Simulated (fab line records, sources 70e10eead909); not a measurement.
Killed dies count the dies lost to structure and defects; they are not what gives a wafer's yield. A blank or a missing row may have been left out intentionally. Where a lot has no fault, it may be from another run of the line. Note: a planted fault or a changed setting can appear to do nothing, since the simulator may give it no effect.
Which tool is to blame?	flow nandHarc	Sampling: 23 lots, 69 wafers, 6 of 1302 route steps

## WHAT THE GAUGES READ, wafer by wafer
The record lacks any reading of a measuring or inspecting step that a usual standard deviation could be used to judge.

## WHAT TOOL EACH LOT RAN ON (gives the tool, then ch and the chambers of the sampled wafers, and finally the start)
lot	NHARC_A_CONTACT_ETCH_50	NHARC_A_CONTACT_ETCH_114	NHARC_A_CONTACT_ETCH_116	NHARC_A_CONTACT_ETCH_120	NHARC_A_CONTACT_ETCH_96	NHARC_A_CONTACT_ETCH_102
L075	rieDiel-07 ch 0,1,2, day 21 13:59 or earlier	harCapEtch-01 ch 0,1, day 21 13:59	harCapEtch-01 ch 0,1, day 21 14:20	harCapEtch-01 ch 0,1, day 21 15:01	rieDiel-07 ch 0,1, day 21 17:01 or earlier	rieDiel-07 ch 0,1,2, day 21 17:01
L076	rieDiel-07 ch 0,1,2, day 22 00:32 or earlier	harCapEtch-03 ch 0,1, day 22 00:32	harCapEtch-03 ch 0,1, day 22 00:52	harCapEtch-03 ch 0,1, day 22 01:34	rieDiel-04 ch 1,2,3, day 22 03:29 or earlier	rieDiel-07 ch 0,1,2, day 22 03:29
L074	rieDiel-04 ch 1,3, day 22 03:16 or earlier	harCapEtch-03 ch 0,1, day 22 03:16	harCapEtch-03 ch 0,1, day 22 03:37	harCapEtch-03 ch 0,1, day 22 04:18	rieDiel-04 ch 0,1,2, day 22 06:18 or earlier	rieDiel-04 ch 1,2,3, day 22 06:18
L078	rieDiel-07 ch 0,1,2, day 22 19:30 or earlier	harCapEtch-03 ch 0,1, day 22 19:30	harCapEtch-03 ch 0,1, day 22 19:50	harCapEtch-03 ch 0,1, day 22 20:31	rieDiel-02 ch 0,1, day 22 22:32 or earlier	rieDiel-04 ch 1,2, day 22 22:32
L077	rieDiel-07 ch 2,3, day 22 20:22 or earlier	harCapEtch-02 ch 0,1, day 22 20:22	harCapEtch-02 ch 0,1, day 22 20:43	harCapEtch-02 ch 0,1, day 22 21:25	rieDiel-04 ch 0,1,2, day 22 23:27 or earlier	rieDiel-02 ch 0,1, day 22 23:27
L079	rieDiel-07 ch 0,1,2, day 23 17:43 or earlier	harCapEtch-01 ch 0,1, day 23 17:43	harCapEtch-01 ch 0,1, day 23 18:04	harCapEtch-01 ch 0,1, day 23 18:45	rieDiel-04 ch 0,1,3, day 23 20:47 or earlier	rieDiel-07 ch 0,1,3, day 23 20:47
L080	rieDiel-04 ch 0,2,3, day 23 17:46 or earlier	harCapEtch-02 ch 0,1, day 23 17:46	harCapEtch-02 ch 0,1, day 23 18:06	harCapEtch-02 ch 0,1, day 23 18:47	rieDiel-07 ch 0,1,3, day 23 20:45 or earlier	rieDiel-07 ch 0,1,2, day 23 20:45
L081	rieDiel-07 ch 0,3, day 24 23:58 or earlier	harCapEtch-03 ch 0,1, day 24 23:58	harCapEtch-03 ch 0,1, day 25 00:19	harCapEtch-03 ch 0,1, day 25 00:59	rieDiel-04 ch 0,1,3, day 25 03:08 or earlier	rieDiel-04 ch 0,1,2, day 25 03:08
L083	rieDiel-04 ch 0,2,3, day 25 00:07 or earlier	harCapEtch-01 ch 1, day 25 00:07	harCapEtch-01 ch 1, day 25 00:34	harCapEtch-01 ch 1, day 25 01:28	rieDiel-07 ch 1,3, day 25 03:48 or earlier	rieDiel-07 ch 0,1,2, day 25 03:48
L084	rieDiel-02 ch 0,1,2, day 26 02:50 or earlier	harCapEtch-01 ch 0,1, day 26 02:50	harCapEtch-01 ch 0,1, day 26 03:11	harCapEtch-01 ch 0,1, day 26 03:52	rieDiel-07 ch 1,2,3, day 26 05:52 or earlier	rieDiel-07 ch 2,3, day 26 05:52
L085	rieDiel-04 ch 0,1,3, day 26 02:50 or earlier	harCapEtch-03 ch 0,1, day 26 02:50	harCapEtch-03 ch 0,1, day 26 03:11	harCapEtch-03 ch 0,1, day 26 03:52	rieDiel-02 ch 0,2,3, day 26 06:07 or earlier	rieDiel-07 ch 2,3, day 26 06:07
L086	rieDiel-04 ch 0,2,3, day 26 14:07 or earlier	harCapEtch-03 ch 0,1, day 26 14:07	harCapEtch-03 ch 0,1, day 26 14:35	harCapEtch-03 ch 0,1, day 26 15:26	rieDiel-07 ch 1,2,3, day 26 17:28 or earlier	rieDiel-07 ch 0,1,3, day 26 17:28
L087	rieDiel-02 ch 0,2,3, day 26 19:46 or earlier	harCapEtch-02 ch 0,1, day 26 19:46	harCapEtch-02 ch 0,1, day 26 20:06	harCapEtch-02 ch 0,1, day 26 20:47	rieDiel-04 ch 0,1,2, day 26 22:48 or earlier	rieDiel-02 ch 0,1,3, day 26 22:48
L089	rieDiel-07 ch 0,2, day 27 06:12 or earlier	harCapEtch-01 ch 0,1, day 27 06:12	harCapEtch-01 ch 0,1, day 27 06:32	harCapEtch-01 ch 0,1, day 27 07:14	rieDiel-07 ch 0,2,3, day 27 09:14 or earlier	rieDiel-07 ch 1,2,3, day 27 09:14
L088	rieDiel-02 ch 0,2,3, day 27 14:01 or earlier	harCapEtch-01 ch 0,1, day 27 14:01	harCapEtch-01 ch 0,1, day 27 14:21	harCapEtch-01 ch 0,1, day 27 15:02	rieDiel-04 ch 0,2,3, day 27 17:01 or earlier	rieDiel-04 ch 0,1,3, day 27 17:01
L091	rieDiel-02 ch 2,3, day 28 15:32 or earlier	harCapEtch-01 ch 0,1, day 28 15:32	harCapEtch-01 ch 0,1, day 28 15:53	harCapEtch-01 ch 0,1, day 28 16:34	rieDiel-07 ch 1,3, day 28 18:32 or earlier	rieDiel-07 ch 1,2, day 28 18:32
L090	rieDiel-04 ch 0,3, day 28 20:46 or earlier	harCapEtch-02 ch 0,1, day 28 20:46	harCapEtch-02 ch 0,1, day 28 21:06	harCapEtch-02 ch 0,1, day 28 21:47	rieDiel-07 ch 1,2, day 28 23:46 or earlier	rieDiel-02 ch 0,1,3, day 28 23:46
L092	rieDiel-07 ch 0,1,3, day 28 21:40 or earlier	harCapEtch-03 ch 0,1, day 28 21:40	harCapEtch-03 ch 0,1, day 28 21:59	harCapEtch-03 ch 0,1, day 28 22:41	rieDiel-07 ch 0,1,2, day 29 00:41 or earlier	rieDiel-04 ch 0,1,3, day 29 00:41
L093	rieDiel-07 ch 0,2,3, day 29 10:11 or earlier	harCapEtch-03 ch 0,1, day 29 10:11	harCapEtch-03 ch 0,1, day 29 10:31	harCapEtch-03 ch 0,1, day 29 11:13	rieDiel-07 ch 0,2,3, day 29 13:11 or earlier	rieDiel-07 ch 1,3, day 29 13:11
L094	rieDiel-04 ch 1,2, day 29 22:08 or earlier	harCapEtch-03 ch 0,1, day 29 22:08	harCapEtch-03 ch 0,1, day 29 22:28	harCapEtch-03 ch 0,1, day 29 23:10	rieDiel-07 ch 1,2, day 30 01:10 or earlier	rieDiel-07 ch 1,3, day 30 01:10
L096	rieDiel-04 ch 1,2,3, day 30 13:29 or earlier	harCapEtch-03 ch 0,1, day 30 13:29	harCapEtch-03 ch 0,1, day 30 13:56	harCapEtch-03 ch 0,1, day 30 14:47	rieDiel-07 ch 0,2, day 30 16:46 or earlier	rieDiel-02 ch 0,2, day 30 16:46
L095	rieDiel-07 ch 0,1, day 30 16:37 or earlier	harCapEtch-01 ch 0,1, day 30 16:37	harCapEtch-01 ch 0,1, day 30 16:57	harCapEtch-01 ch 0,1, day 30 17:38	rieDiel-07 ch 1,2, day 30 19:35 or earlier	rieDiel-02 ch 0,2,3, day 30 19:35
L097	rieDiel-07 ch 1,2,3, day 31 07:04 or earlier	harCapEtch-02 ch 0,1, day 31 07:04	harCapEtch-02 ch 0,1, day 31 07:32	harCapEtch-02 ch 0,1, day 31 08:20	rieDiel-02 ch 0,2,3, day 31 10:26 or earlier	rieDiel-02 ch 0,3, day 31 10:26
- NHARC_A_CONTACT_ETCH_50: etches the open film in CF4/CHF3, target depth 121 nm, time 60.5 s.
- NHARC_A_CONTACT_ETCH_114: etches the open film in C4F8/O2/Ar, time 190 s, target depth 1850 nm.
- NHARC_A_CONTACT_ETCH_116: etches the open film in C4F8/O2/Ar, time 190 s, target depth 1850 nm.
- NHARC_A_CONTACT_ETCH_120: etches the open film in C4F8/O2/Ar, time 190 s, target depth 1850 nm.
- NHARC_A_CONTACT_ETCH_96: etches the open film in C4F6/O2, target depth 20 nm, time 10 s.
- NHARC_A_CONTACT_ETCH_102: etches the open film in CF4/O2, target depth 100 nm, overetch 10 nm, time 55 s.

## AS READ BY THE TOOLS THEMSELVES (means over the sampled wafers that have a number; for cases with no such wafer, the mark the record gives instead)
NHARC_A_CONTACT_ETCH_50.
lot	tool	drypumpMotorCurrentA (A)	mfcArSccm (sccm)	oesProductAu (a.u.)	rfVppV (V)	showerheadPlenumPTorr (Torr)	throttleValvePct (%)
L075	rieDiel-07	5.7	0.001	0.969	370.2	1.57	16.808
L076	rieDiel-07	5.7	0.001	0.963	369.9	1.57	16.797
L074	rieDiel-04	5.7	0.022	0.928	372.4	1.63	16.807
L078	rieDiel-07	5.7	0.001	0.971	370.5	1.56	16.808
L077	rieDiel-07	5.8	0.017	0.946	371.7	1.59	16.802
L079	rieDiel-07	5.7	0.001	0.958	370.2	1.56	16.807
L080	rieDiel-04	5.5	0.027	0.979	371.2	1.60	16.800
L081	rieDiel-07	5.6	0.009	0.968	369.5	1.54	16.806
L083	rieDiel-04	5.5	0.027	0.962	371.8	1.60	16.802
L084	rieDiel-02	6.4	0.004	0.968	371.0	1.60	16.808
L085	rieDiel-04	5.8	0.022	0.990	371.6	1.61	16.804
L086	rieDiel-04	5.5	0.027	0.936	371.1	1.59	16.803
L087	rieDiel-02	6.4	0.009	0.940	371.9	1.62	16.812
L089	rieDiel-07	6.3	0.000	0.917	372.3	1.59	16.808
L088	rieDiel-02	6.5	0.009	0.949	372.3	1.62	16.798
L091	rieDiel-02	6.2	0.009	0.918	371.5	1.61	16.797
L090	rieDiel-04	5.7	0.027	0.925	371.7	1.60	16.800
L092	rieDiel-07	5.3	0.009	0.973	369.7	1.54	16.800
L093	rieDiel-07	5.9	0.009	0.959	370.3	1.57	16.808
L094	rieDiel-04	5.5	0.017	0.938	371.5	1.59	16.804
L096	rieDiel-04	5.5	0.022	0.933	371.0	1.59	16.809
L095	rieDiel-07	5.2	0.001	0.927	369.5	1.53	16.799
L097	rieDiel-07	5.6	0.009	0.961	370.4	1.57	16.803

NHARC_A_CONTACT_ETCH_96.
lot	tool	drypumpMotorCurrentA (A)	mfcArSccm (sccm)	o2FlowSccm (sccm)	oesProductAu (a.u.)	rfVppV (V)	showerheadPlenumPTorr (Torr)	throttleValvePct (%)
L075	rieDiel-07	5.2	499.2	19.97	0.957	545.2	3.82	26.907
L076	rieDiel-04	5.5	500.9	19.92	0.968	548.3	4.00	26.912
L074	rieDiel-04	5.6	501.0	20.00	0.956	548.2	3.99	26.905
L078	rieDiel-02	6.6	500.9	19.97	0.939	545.1	3.85	26.913
L077	rieDiel-04	5.6	499.9	19.99	0.970	547.5	3.98	26.908
L079	rieDiel-04	5.8	500.3	20.03	1.010	548.1	4.01	26.900
L080	rieDiel-07	5.4	498.3	19.97	0.995	544.9	3.85	26.910
L081	rieDiel-04	5.8	500.0	20.00	1.019	548.1	4.01	26.899
L083	rieDiel-07	5.2	500.5	19.98	0.941	545.8	3.88	26.907
L084	rieDiel-07	5.7	499.2	19.97	0.976	546.9	3.93	26.900
L085	rieDiel-02	6.4	498.3	20.03	1.000	548.9	4.04	26.901
L086	rieDiel-07	5.7	499.4	20.00	0.989	547.0	3.93	26.905
L087	rieDiel-04	5.6	500.8	20.00	1.011	546.9	3.96	26.901
L089	rieDiel-07	5.9	501.1	20.05	0.938	546.3	3.92	26.900
L088	rieDiel-04	5.5	500.2	19.99	0.939	547.6	3.97	26.916
L091	rieDiel-07	5.1	499.7	20.02	0.990	545.1	3.85	26.903
L090	rieDiel-07	6.0	500.6	20.02	0.985	548.6	3.98	26.906
L092	rieDiel-07	5.8	500.9	20.00	0.930	547.2	3.89	26.904
L093	rieDiel-07	5.9	500.3	20.02	0.929	546.9	3.92	26.896
L094	rieDiel-07	6.1	501.5	20.02	0.989	548.5	3.97	26.904
L096	rieDiel-07	6.0	500.8	20.00	0.980	545.2	3.88	26.900
L095	rieDiel-07	5.5	499.1	20.00	0.941	546.3	3.89	26.908
L097	rieDiel-02	6.5	500.0	20.01	0.965	548.2	4.02	26.906

NHARC_A_CONTACT_ETCH_102.
lot	tool	drypumpMotorCurrentA (A)	mfcArSccm (sccm)	o2FlowSccm (sccm)	oesProductAu (a.u.)	rfVppV (V)	showerheadPlenumPTorr (Torr)	throttleValvePct (%)
L075	rieDiel-07	5.7	0.001	19.97	0.991	197.3	1.33	13.387
L076	rieDiel-07	5.8	0.001	19.98	0.998	197.0	1.33	13.392
L074	rieDiel-04	5.5	0.022	20.03	1.010	198.3	1.36	13.394
L078	rieDiel-04	5.5	0.017	20.05	1.002	198.3	1.36	13.402
L077	rieDiel-02	6.6	0.004	20.05	1.006	198.0	1.36	13.392
L079	rieDiel-07	5.3	0.009	20.02	0.997	197.2	1.31	13.391
L080	rieDiel-07	5.7	0.001	20.06	0.985	197.9	1.33	13.392
L081	rieDiel-04	5.6	0.022	20.00	1.032	197.9	1.35	13.395
L083	rieDiel-07	5.7	0.001	20.04	0.987	197.9	1.33	13.396
L084	rieDiel-07	5.8	0.017	19.95	1.006	198.4	1.35	13.395
L085	rieDiel-07	5.8	0.017	20.00	1.004	197.2	1.35	13.398
L086	rieDiel-07	5.3	0.009	19.95	0.988	197.4	1.31	13.397
L087	rieDiel-02	6.6	0.013	20.03	0.989	197.7	1.33	13.403
L089	rieDiel-07	5.6	0.009	20.05	0.993	198.1	1.34	13.393
L088	rieDiel-04	5.8	0.022	19.98	1.005	198.3	1.36	13.394
L091	rieDiel-07	6.1	0.000	19.95	0.991	199.1	1.35	13.400
L090	rieDiel-02	6.6	0.013	19.89	1.012	197.9	1.32	13.404
L092	rieDiel-04	5.8	0.022	19.91	1.015	198.0	1.36	13.394
L093	rieDiel-07	5.1	0.009	19.99	0.993	197.0	1.31	13.400
L094	rieDiel-07	5.1	0.009	20.03	0.997	197.6	1.30	13.405
L096	rieDiel-02	6.2	0.000	19.97	0.998	199.6	1.40	13.393
L095	rieDiel-02	6.4	0.009	19.93	1.003	198.3	1.37	13.396
L097	rieDiel-02	6.7	0.017	20.05	1.006	197.2	1.34	13.397

## THE ANSWER, worked out from the rows above alone
Rule: the lots themselves supply what counts as usual. The widest of any qualifying gaps counts: lots, ordered by their means at a reading, are off when they make up no more than a third of the lots, leave a main group of 4 or more, and stand apart from it by 3 or more times the standard deviation of that group's means. If all means in a main group match to the digits the tables above print for the reading, that group is not used. Also off: a lot with no number at a reading for which 4 or more lots have one. Where the step has rows for the other lots, those lots are counted as sound. The gauges are gone through in route order, then the tools' own readings, and for those a lot's mean is taken as printed above. At the first step where some lot is off, the reading lying furthest off is the one used; lots without a number count as furthest.
None of the lots is off at any reading shown; this tells nothing.

## WHAT THE SIMULATOR HAD PUT IN
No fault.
